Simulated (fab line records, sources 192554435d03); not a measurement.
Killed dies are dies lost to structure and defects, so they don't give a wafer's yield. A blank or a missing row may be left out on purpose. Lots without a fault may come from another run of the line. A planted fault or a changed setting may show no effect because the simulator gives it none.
Chamber matching | flow n5_finfet | N5_BEOL_M13_ETCH_38 on rie_diel-03: 4 sister chambers
The step etches SiCN in CF4/N2, target depth 67.5 nm, time 71.9 s. 18 wafers are shown with their chamber, then 9 later ones without.

WAFERS WITH THEIR CHAMBER
wafer  | chamber | drypump_motor_current_A (A) | throttle_valve_pct (%) | oes_product_au (a.u.)
L077.2 | 3       | 6.5                         | 15.6                   | 0.72
L077.3 | 2       | 6.0                         | 15.3                   | 0.67
L077.6 | 1       | 5.9                         | 15.0                   | 0.94
L079.2 | 0       | 5.2                         | 15.5                   | 0.86
L079.3 | 3       | 6.5                         | 15.6                   | 0.70
L079.4 | 3       | 6.5                         | 15.6                   | 0.70
L082.1 | 3       | 6.5                         | 15.6                   | 0.70
L082.3 | 1       | 5.9                         | 15.1                   | 0.92
L082.6 | 1       | 5.9                         | 15.1                   | 0.92
L085.2 | 2       | 6.0                         | 14.7                   | 0.98
L085.3 | 3       | 6.5                         | 15.6                   | 0.71
L085.6 | 1       | 5.9                         | 15.0                   | 0.92
L091.3 | 3       | 6.4                         | 15.6                   | 0.69
L091.4 | 1       | 5.9                         | 15.1                   | 0.90
L091.6 | 2       | 6.0                         | 14.8                   | 0.95
L087.1 | 0       | 5.2                         | 15.5                   | 0.84
L087.2 | 1       | 5.9                         | 15.1                   | 0.90
L087.6 | 2       | 6.0                         | 14.8                   | 0.93

SIGNATURES (means of the wafers above)
reading                 | chamber 0 | chamber 1 | chamber 2 | chamber 3 | scatter within a chamber
drypump_motor_current_A | 5.200     | 5.900     | 6.000     | 6.483     | 0.0244
throttle_valve_pct      | 15.500    | 15.067    | 14.900    | 15.600    | 0.129
oes_product_au          | 0.8500    | 0.9167    | 0.8825    | 0.7033    | 0.0673
Rule: a wafer's distance from a chamber is the root of the sum, over the readings, of the square of ((its reading less the chamber's mean) divided by the reading's scatter). The wafer belongs to the nearest chamber; if the next one is less than 2 further off, it can't be placed. The scatter: the root of (the sum of the squares of (reading less its chamber's mean) over the shown wafers, divided by (wafers less chambers)).

WAFERS WITHOUT THEIR CHAMBER
wafer  | drypump_motor_current_A (A) | throttle_valve_pct (%) | oes_product_au (a.u.)
L093.1 | 6.4                         | 15.6                   | 0.69
L093.3 | 6.0                         | 14.8                   | 0.92
L093.6 | 5.2                         | 15.5                   | 0.84
L095.1 | 6.4                         | 15.6                   | 0.68
L095.3 | 5.2                         | 15.5                   | 0.83
L095.6 | 5.2                         | 15.5                   | 0.82
L096.1 | 6.5                         | 15.6                   | 0.68
L096.5 | 5.3                         | 15.5                   | 0.83
L096.6 | 5.9                         | 15.1                   | 0.89

WHICH CHAMBER EACH WENT THROUGH
wafer  | from the rows above | in truth
L093.1 | 3                   | 3
L093.3 | 2                   | 2
L093.6 | 0                   | 0
L095.1 | 3                   | 3
L095.3 | 0                   | 0
L095.6 | 0                   | 0
L096.1 | 3                   | 3
L096.5 | 0                   | 0
L096.6 | 1                   | 1
Placed correctly: 9 of 9. Can't be placed from these rows: 0. Placed wrongly: 0.
